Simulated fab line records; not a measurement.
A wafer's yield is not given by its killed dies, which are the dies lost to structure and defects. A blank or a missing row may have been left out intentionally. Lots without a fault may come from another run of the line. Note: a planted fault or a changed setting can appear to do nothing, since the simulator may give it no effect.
A lot that was struck, set against a sound lot ; flow n5 finfet ; 14 out of 1938 route steps
Sound: wafers L593.1, L593.5, L593.6. Wafers L602.3, L602.5, L602.6 were the ones struck. The cause is named last.
Per side, at each step with rows, come the tool, then ch with its chambers, and then its first start. Under that, the readings that differ: sound wafers ; struck wafers ; difference of the means ; sigmas: that difference in standard deviations of wafers without a fault.
alike: words and numbers the same on both sides, and readings whose means are apart by under 2 such deviations; not compared: readings that were withheld, readings missing a value for some wafer, numbers with overlapping values and no deviation given by the record, and bounds like >300 which may hide the same value.
A row with sigmas, a row that says differs or no value, or rows on one side alone: a step with any of these is where the two part. Non-overlapping numbers with no deviation appear without sigmas and do not part them. A reading missing from all wafers of one side parts the sides only when that side holds two or more wafers.

first, 9 steps without rows for these wafers: N5_SDB_SOFTBAKE_06 (time 60 s); N5_SDB_EXPOSE_08 (exposes mask SDB); N5_SDB_PEB_09 (peb time 60 s); N5_SDB_DEVELOP_10 (develop time 30 s); N5_SDB_DESCUM_16 (chemistry O2, time 7.9 s); N5_SDB_ETCH_17 (etches SiARC in CF4, target depth 23.4 nm, time 39 s); N5_SDB_ETCH_18 (etches SOC in N2/H2, target depth 100 nm, overetch 20 nm, time 150 s); N5_SDB_STRIP_19 (strips in N2/H2); N5_SDB_STRIP_21 (strips in CF4).
N5_SDB_HM_OPEN_20: chemistry CH3F/O2, target SiNx, stops on poly-Si, target depth 24 nm.
  sound on rie diel-02 ch 0,3, day 4 04:11; struck on rie diel-02 ch 0,1,3, day 6 11:46
  no value came back on the struck wafers for any of 8 readings (CH3F_flow_sccm (sccm), O2_flow_sccm (sccm) and others); on the sound wafers CH3F_flow_sccm (sccm) reads 30.05 30.05 30.10
reading;sound;struck;difference;sigmas
model.SOC_of_SDB_COAT_03.thk nm (nm);84 84 84.2;100.6 100.2 100.6;+16.4;
  not compared: rf hours counter h
N5_SDB_STRIP_22: strips in N2/H2.
  sound on plasma asher-02 ch 0,1, day 4 04:16; struck on plasma asher-01 ch 0,1, day 6 11:53
reading;sound;struck;difference;sigmas
oes product au (a.u.);0.709 0.715 0.717;0.732 0.732 0.734;+0.019;+4
strip time to endpoint s (s);96.3 96.1 96.3;112.5 112.2 112.4;+16.1;+46
  alike: drypump motor current A, heater power w, n2 flow sccm
  not compared: rf hours counter h
then, 1 step without rows for these wafers: N5_SDB_PRECLEAN_23 (cleans in dHF, time 30 s).
N5_BEOL_M4_RC_MEAS_101:
  the record has rows for the sound wafers here (prober-01 ch 0, day 8 06:11) and none for the struck ones
-- the record jumps here: 8 days lie between the struck wafers' starts before and after (it left off in module BEOL_M4 and takes up again in module PASSIVATION, whose first step shown is number 1936 of the route) --
N5_PASSIVATION_PROBE_49:
  only the struck wafers here have rows in the record (prober-01, day 14 15:17); the sound ones have none

WHERE THEY PART
First at N5_SDB_HM_OPEN_20; last, within this record, at N5_PASSIVATION_PROBE_49.

WHY: what had been put in by the simulator
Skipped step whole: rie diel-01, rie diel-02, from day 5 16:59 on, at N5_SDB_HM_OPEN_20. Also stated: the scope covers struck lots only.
